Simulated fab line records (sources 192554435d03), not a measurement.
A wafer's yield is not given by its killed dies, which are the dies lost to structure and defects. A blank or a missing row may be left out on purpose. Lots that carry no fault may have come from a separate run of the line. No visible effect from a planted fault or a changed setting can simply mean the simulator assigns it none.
Which of the tools did it? :: flow n5_finfet :: 36 wafers sampled from 12 lots at 1 step of a route of 1938

== WHAT THE GAUGES READ, wafer by wafer ==
N5_SD_ACTIVATION_INSPECT_02: inspects for defects (darkfield).
lot: L075
measured: day 3 19:10
on: defect_inspect-02
raw_defect_count: 172 189 189

lot: L076
measured: day 4 07:31
on: defect_inspect-01
raw_defect_count: 154 185 139

lot: L079
measured: day 4 18:08
on: defect_inspect-02
raw_defect_count: 180 275 227

lot: L081
measured: day 5 03:00
on: defect_inspect-01
raw_defect_count: 170 184 161

lot: L083
measured: day 5 17:01
on: defect_inspect-01
raw_defect_count: 201 181 215

lot: L085
measured: day 6 06:00
on: defect_inspect-01
raw_defect_count: 174 174 191

lot: L087
measured: day 6 18:06
on: defect_inspect-02
raw_defect_count: 162 178 136

lot: L089
measured: day 7 02:59
on: defect_inspect-01
raw_defect_count: 139 126 137

lot: L090
measured: day 7 17:23
on: defect_inspect-02
raw_defect_count: 186 197 175

lot: L093
measured: day 8 12:34
on: defect_inspect-01
raw_defect_count: 127 199 231

lot: L095
measured: day 8 19:57
on: defect_inspect-02
raw_defect_count: 232 249 157

lot: L097
measured: day 9 10:43
on: defect_inspect-02
raw_defect_count: 186 197 191

== WHICH TOOL RAN EACH LOT (tool, then ch and the chambers of the sampled wafers, then the start) ==
Record: no process step prior to these readings.

== THE ANSWER, worked out from the rows above alone ==
Rule: the lots themselves supply what counts as usual. Put in order of their means at a reading, lots are off if they are a third of the lots or fewer, leave a main group of 4 or more, and stand apart from it by a gap of 3 or more times the standard deviation of the main group's means; of several such gaps the widest counts. Not used: any main group whose means are identical at the precision the tables above print for the reading. A lot without any number at a reading at which 4 lots or more have one is off too. Any other lot the step has rows for is counted as sound.
None of the lots is off at any reading shown; this tells nothing.

== WHAT THE SIMULATOR HAD INSERTED ==
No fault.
